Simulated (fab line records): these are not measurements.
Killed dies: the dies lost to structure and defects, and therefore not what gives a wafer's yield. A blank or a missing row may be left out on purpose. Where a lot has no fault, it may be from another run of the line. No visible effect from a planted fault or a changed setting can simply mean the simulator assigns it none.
Chamber matching | flow n5Finfet | N5_BEOL_M8_CURE_74 on uvCure-02 has 3 sister chambers
The step cures SiCOH lowk, time 240 s. 6 wafers are shown with their chamber, then 10 later ones without.

## WAFERS PAIRED WITH THEIR CHAMBERS
wafer  | chamber | wafer_temp_C_max | lampPowerPct (%)
L082.5 | 0       | 386.6            | 52.40
L082.6 | 0       | 387.4            | 52.25
L083.2 | 1       | 387.4            | 52.41
L083.6 | 1       | 387.3            | 52.42
L091.1 | 2       | 386.1            | 52.38
L091.4 | 2       | 386.6            | 52.35

## WAFERS WHOSE CHAMBER IS MISSING
wafer  | wafer_temp_C_max | lampPowerPct (%)
L091.5 | 386.4            | 52.32
L091.2 | 386.6            | 52.31
L091.3 | 386.7            | 52.38
L091.6 | 386.6            | 52.28
L089.3 | 387.0            | 52.28
L089.5 | 387.3            | 52.22
L089.6 | 387.0            | 52.24
L094.1 | 387.6            | 52.34
L094.2 | 387.0            | 52.22
L094.4 | 386.9            | 52.35

## WHICH CHAMBER EACH ONE RAN IN
wafer  | from the rows above          | in truth
L091.5 | can't be placed: 2 or 0      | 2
L091.2 | can't be placed: 0 or 2 or 1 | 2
L091.3 | can't be placed: 2 or 0 or 1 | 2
L091.6 | can't be placed: 0 or 2 or 1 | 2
L089.3 | can't be placed: 0 or 2 or 1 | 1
L089.5 | can't be placed: 0 or 1 or 2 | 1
L089.6 | can't be placed: 0 or 2 or 1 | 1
L094.1 | can't be placed: 1 or 0 or 2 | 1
L094.2 | can't be placed: 0 or 2 or 1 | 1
L094.4 | can't be placed: 0 or 2 or 1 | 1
Placed correctly: 0 of 10. Can't be placed from these rows: 10 (the true chamber is among the candidates in 10). Number placed wrongly: 0.
How it was worked out, from the rows above alone: a wafer's distance from a chamber is the root of the sum, over the readings, of the square of ((its reading less the chamber's mean) divided by the reading's scatter). If the next closest chamber is less than 2 further off than the closest, the wafer can't be placed; otherwise it belongs to the closest. The mean given for a chamber averages the wafers shown for that chamber. The scatter is the square root of a quotient: the sum, over the shown wafers, of each reading's squared deviation from its chamber's mean, divided by wafers minus chambers.
